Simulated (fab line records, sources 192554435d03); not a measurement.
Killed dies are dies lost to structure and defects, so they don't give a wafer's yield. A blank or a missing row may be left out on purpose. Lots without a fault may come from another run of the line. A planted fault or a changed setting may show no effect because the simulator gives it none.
Chamber matching | flow n5_finfet | N5_BEOL_M0_SAQP_DESCUM_19 on rie_diel-04: 4 sister chambers
The step chemistry O2, time 7.9 s. 22 wafers are shown with their chamber, then 11 later ones without.

WAFERS WITH THEIR CHAMBER
wafer  | chamber | showerhead_plenum_p_Torr (Torr) | throttle_valve_pct (%) | oes_product_au (a.u.)
L076.1 | 2       | 1.98                            | 20.57                  | 0.72
L076.4 | 0       | 2.13                            | 20.66                  | 0.89
L076.5 | 2       | 1.98                            | 20.56                  | 0.72
L077.1 | 3       | 2.19                            | 20.93                  | 0.71
L077.2 | 2       | 1.98                            | 20.58                  | 0.72
L077.5 | 3       | 2.19                            | 20.93                  | 0.71
L079.2 | 3       | 2.19                            | 20.94                  | 0.71
L079.4 | 0       | 2.13                            | 20.67                  | 0.86
L079.5 | 0       | 2.13                            | 20.70                  | 0.87
L080.4 | 0       | 2.13                            | 20.67                  | 0.85
L080.5 | 2       | 1.97                            | 20.56                  | 0.71
L080.6 | 1       | 2.19                            | 20.53                  | 0.71
L081.2 | 1       | 2.19                            | 20.53                  | 0.73
L081.4 | 0       | 2.13                            | 20.67                  | 0.86
L081.5 | 0       | 2.13                            | 20.68                  | 0.87
L083.2 | 2       | 1.97                            | 20.58                  | 0.71
L083.5 | 1       | 2.18                            | 20.53                  | 0.72
L083.6 | 0       | 2.13                            | 20.68                  | 0.85
L085.1 | 1       | 2.18                            | 20.55                  | 0.73
L085.2 | 3       | 2.19                            | 20.94                  | 0.70
L085.4 | 0       | 2.13                            | 20.69                  | 0.86
L090.1 | 0       | 2.13                            | 20.72                  | 0.85

SIGNATURES (means of the wafers above)
reading                  | chamber 0 | chamber 1 | chamber 2 | chamber 3 | scatter within a chamber
showerhead_plenum_p_Torr | 2.1300    | 2.1850    | 1.9760    | 2.1900    | 0.0035
throttle_valve_pct       | 20.6822   | 20.5350   | 20.5700   | 20.9350   | 0.0141
oes_product_au           | 0.8622    | 0.7225    | 0.7160    | 0.7075    | 0.0101
Rule: a wafer's distance from a chamber is the root of the sum, over the readings, of the square of ((its reading less the chamber's mean) divided by the reading's scatter). The wafer belongs to the nearest chamber; if the next one is less than 2 further off, it can't be placed. The scatter: the root of (the sum of the squares of (reading less its chamber's mean) over the shown wafers, divided by (wafers less chambers)).

WAFERS WITHOUT THEIR CHAMBER
wafer  | showerhead_plenum_p_Torr (Torr) | throttle_valve_pct (%) | oes_product_au (a.u.)
L090.2 | 2.18                            | 20.55                  | 0.71
L090.5 | 2.19                            | 20.98                  | 0.70
L091.2 | 2.13                            | 20.70                  | 0.85
L091.4 | 2.18                            | 20.94                  | 0.69
L091.6 | 2.18                            | 20.54                  | 0.72
L093.1 | 1.97                            | 20.61                  | 0.69
L093.2 | 2.18                            | 20.96                  | 0.69
L093.5 | 2.18                            | 20.55                  | 0.71
L096.1 | 2.18                            | 20.59                  | 0.70
L096.4 | 2.12                            | 20.72                  | 0.81
L096.5 | 2.18                            | 20.98                  | 0.69

WHICH CHAMBER EACH WENT THROUGH
wafer  | from the rows above | in truth
L090.2 | 1                   | 1
L090.5 | 3                   | 3
L091.2 | 0                   | 0
L091.4 | 3                   | 3
L091.6 | 1                   | 1
L093.1 | 2                   | 2
L093.2 | 3                   | 3
L093.5 | 1                   | 1
L096.1 | 1                   | 1
L096.4 | 0                   | 0
L096.5 | 3                   | 3
Placed correctly: 11 of 11. Can't be placed from these rows: 0. Placed wrongly: 0.
